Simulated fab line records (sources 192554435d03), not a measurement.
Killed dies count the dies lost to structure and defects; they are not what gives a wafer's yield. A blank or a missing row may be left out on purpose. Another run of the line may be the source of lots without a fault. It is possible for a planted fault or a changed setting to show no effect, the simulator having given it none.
Matching of chambers + flow n5-finfet + 4 sister chambers for N5_SD_EPI_P_SD_RECESS_17 on rie-si-01
The step chemistry HBr/Cl2/O2, target depth 39.1 nm, bt time 3 s. 4 wafers are shown with their chamber, then 6 later ones without.

== WAFERS, EACH WITH ITS CHAMBER ==
| wafer  | chamber | throttle-valve-pct (%) |
|--------|---------|------------------------|
| L592.5 | 1       | 37.1                   |
| L593.6 | 2       | 36.8                   |
| L594.2 | 3       | 37.4                   |
| L594.4 | 0       | 36.8                   |

== WAFERS WITH NO CHAMBER GIVEN ==
| wafer  | throttle-valve-pct (%) |
|--------|------------------------|
| L594.5 | 37.3                   |
| L595.1 | 37.1                   |
| L595.2 | 36.8                   |
| L595.3 | 36.8                   |
| L600.2 | 37.1                   |
| L600.6 | 37.3                   |

== WHICH CHAMBER EACH ONE RAN IN ==
| wafer  | from the rows above     | in truth |
|--------|-------------------------|----------|
| L594.5 | can't be placed: 3 or 1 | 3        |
| L595.1 | 1                       | 1        |
| L595.2 | can't be placed: 0 or 2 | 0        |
| L595.3 | can't be placed: 0 or 2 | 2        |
| L600.2 | 1                       | 1        |
| L600.6 | can't be placed: 3 or 1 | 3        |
Placed correctly: 2 of 6. Unplaceable from these rows: 4, with the true chamber sitting among the candidates in 4. Wrongly placed: 0.
How it was worked out, from the rows above alone: a wafer's distance from a chamber is the root of the sum, over the readings, of the square of ((its reading less the chamber's mean) divided by the reading's scatter). If the next closest chamber is less than 2 further off than the closest, the wafer can't be placed; otherwise it belongs to the closest. For every chamber, the mean is computed from those of its wafers that are shown. The scatter: with one shown wafer a chamber, the root of the mean of the squares of how far each hidden wafer lies from its nearest shown one.
